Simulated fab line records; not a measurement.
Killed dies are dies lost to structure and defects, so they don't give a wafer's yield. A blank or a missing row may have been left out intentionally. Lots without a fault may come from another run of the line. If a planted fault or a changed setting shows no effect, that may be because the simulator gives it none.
Chamber matching ; flow nand_harc ; rie_diel-02 running NHARC_A_STAIRCASE_TRIM_220: 4 sister chambers
The step chemistry O2, time 211.2 s. 16 wafers are shown with their chamber, then 8 later ones without.

WAFERS WITH THEIR CHAMBER
wafer;chamber;drypump_motor_current_A (A);showerhead_plenum_p_Torr (Torr);throttle_valve_pct (%)
L081.3;0;5.1;3.56;17.035
L081.4;1;6.4;3.60;17.041
L081.5;3;5.2;3.46;17.028
L082.4;1;6.3;3.60;17.035
L082.5;0;5.1;3.55;17.039
L082.6;1;6.3;3.60;17.033
L086.1;2;6.4;3.47;17.020
L086.4;3;5.2;3.45;17.045
L086.5;3;5.2;3.45;17.034
L088.1;0;5.1;3.54;17.039
L088.3;1;6.3;3.59;17.036
L088.4;3;5.2;3.45;17.040
L091.1;3;5.2;3.44;17.031
L091.3;1;6.3;3.58;17.030
L091.4;2;6.3;3.47;17.023
L092.1;2;6.4;3.46;17.038

SIGNATURES (means of the wafers above)
reading;chamber 0;chamber 1;chamber 2;chamber 3;scatter within a chamber
drypump_motor_current_A;5.100;6.320;6.367;5.200;0.035
showerhead_plenum_p_Torr;3.5500;3.5940;3.4667;3.4500;0.0081
throttle_valve_pct;17.03767;17.03500;17.02700;17.03560;0.00614
Rule: distance of a wafer from a chamber = root of the sum over the readings of ((wafer's reading minus chamber's mean) / reading's scatter) squared. The wafer belongs to the nearest chamber; if the next one is less than 2 further off, it can't be placed. The scatter is the square root of a quotient: the sum, over the shown wafers, of each reading's squared deviation from its chamber's mean, divided by wafers minus chambers.

WAFERS WITHOUT THEIR CHAMBER
wafer;drypump_motor_current_A (A);showerhead_plenum_p_Torr (Torr);throttle_valve_pct (%)
L092.4;6.4;3.46;17.037
L092.6;6.4;3.58;17.007
L093.2;5.2;3.53;17.047
L093.4;6.3;3.46;17.035
L093.6;5.1;3.53;17.040
L095.2;5.1;3.53;17.038
L095.4;6.4;3.57;17.045
L095.6;5.1;3.53;17.029

THE CHAMBER EACH PASSED THROUGH
wafer;from the rows above;in truth
L092.4;2;2
L092.6;1;1
L093.2;0;0
L093.4;2;2
L093.6;0;0
L095.2;0;0
L095.4;1;1
L095.6;0;0
Correctly placed: 8 of 8. From these rows, 0 cannot be placed. Wrongly placed: 0.
